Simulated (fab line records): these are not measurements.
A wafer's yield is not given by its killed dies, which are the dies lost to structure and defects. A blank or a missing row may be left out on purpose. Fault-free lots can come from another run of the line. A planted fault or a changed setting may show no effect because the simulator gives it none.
Chamber matching || flow n5 finfet || N5_BEOL_M8_CURE_74 on uv cure-03 has 3 sister chambers
The step cures SiCOH lowk, time 240 s. 16 wafers are shown with their chamber, then 8 later ones without.

## WAFERS PAIRED WITH THEIR CHAMBERS
{"wafer": "L075.1", "chamber": 1, "wafer_temp_C_max": 386.0, "lamp power pct (%)": 52.43}
{"wafer": "L075.4", "chamber": 1, "wafer_temp_C_max": 385.9, "lamp power pct (%)": 52.31}
{"wafer": "L075.5", "chamber": 1, "wafer_temp_C_max": 386.1, "lamp power pct (%)": 52.27}
{"wafer": "L074.1", "chamber": 1, "wafer_temp_C_max": 386.4, "lamp power pct (%)": 52.32}
{"wafer": "L074.3", "chamber": 1, "wafer_temp_C_max": 386.4, "lamp power pct (%)": 52.29}
{"wafer": "L074.6", "chamber": 1, "wafer_temp_C_max": 386.1, "lamp power pct (%)": 52.36}
{"wafer": "L082.2", "chamber": 2, "wafer_temp_C_max": 386.2, "lamp power pct (%)": 52.30}
{"wafer": "L082.3", "chamber": 2, "wafer_temp_C_max": 386.3, "lamp power pct (%)": 52.31}
{"wafer": "L082.6", "chamber": 2, "wafer_temp_C_max": 386.2, "lamp power pct (%)": 52.40}
{"wafer": "L087.2", "chamber": 1, "wafer_temp_C_max": 386.3, "lamp power pct (%)": 52.32}
{"wafer": "L087.3", "chamber": 1, "wafer_temp_C_max": 385.8, "lamp power pct (%)": 52.30}
{"wafer": "L087.6", "chamber": 1, "wafer_temp_C_max": 385.8, "lamp power pct (%)": 52.37}
{"wafer": "L092.1", "chamber": 1, "wafer_temp_C_max": 385.8, "lamp power pct (%)": 52.30}
{"wafer": "L092.4", "chamber": 1, "wafer_temp_C_max": 386.2, "lamp power pct (%)": 52.29}
{"wafer": "L092.6", "chamber": 1, "wafer_temp_C_max": 386.2, "lamp power pct (%)": 52.28}
{"wafer": "L090.2", "chamber": 0, "wafer_temp_C_max": 386.9, "lamp power pct (%)": 52.27}

SIGNATURES (means of the wafers above)
{"reading": "wafer_temp_C_max", "chamber 0": 386.900, "chamber 1": 386.083, "chamber 2": 386.233, "scatter within a chamber": 0.208}
{"reading": "lamp power pct", "chamber 0": 52.2700, "chamber 1": 52.3200, "chamber 2": 52.3367, "scatter within a chamber": 0.0473}
Rule: a wafer's distance from a chamber is the root of the sum, over the readings, of the square of ((its reading less the chamber's mean) divided by the reading's scatter). If the next closest chamber is less than 2 further off than the closest, the wafer can't be placed; otherwise it belongs to the closest. The scatter: take each reading less its chamber's mean, square it, sum over the shown wafers, divide by the number of wafers less the number of chambers, and take the root.

## WAFERS MISSING THEIR CHAMBER
{"wafer": "L090.5", "wafer_temp_C_max": 386.6, "lamp power pct (%)": 52.39}
{"wafer": "L090.6", "wafer_temp_C_max": 386.7, "lamp power pct (%)": 52.27}
{"wafer": "L093.3", "wafer_temp_C_max": 386.2, "lamp power pct (%)": 52.27}
{"wafer": "L093.4", "wafer_temp_C_max": 386.6, "lamp power pct (%)": 52.31}
{"wafer": "L093.6", "wafer_temp_C_max": 386.5, "lamp power pct (%)": 52.35}
{"wafer": "L096.2", "wafer_temp_C_max": 386.2, "lamp power pct (%)": 52.41}
{"wafer": "L096.4", "wafer_temp_C_max": 386.1, "lamp power pct (%)": 52.48}
{"wafer": "L096.5", "wafer_temp_C_max": 386.0, "lamp power pct (%)": 52.29}

## WHICH CHAMBER EACH WENT THROUGH
{"wafer": "L090.5", "from the rows above": "can't be placed: 2 or 1 or 0", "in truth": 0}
{"wafer": "L090.6", "from the rows above": "can't be placed: 0 or 2", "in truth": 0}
{"wafer": "L093.3", "from the rows above": "can't be placed: 1 or 2", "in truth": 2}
{"wafer": "L093.4", "from the rows above": "can't be placed: 0 or 2 or 1", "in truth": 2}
{"wafer": "L093.6", "from the rows above": "can't be placed: 2 or 1 or 0", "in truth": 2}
{"wafer": "L096.2", "from the rows above": "can't be placed: 2 or 1", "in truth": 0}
{"wafer": "L096.4", "from the rows above": "can't be placed: 2 or 1", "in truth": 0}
{"wafer": "L096.5", "from the rows above": "can't be placed: 1 or 2", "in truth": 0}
Placed correctly: 0 of 8. From these rows, 8 cannot be placed; in 5 the true chamber is one of the candidates. Wrongly placed: 0.
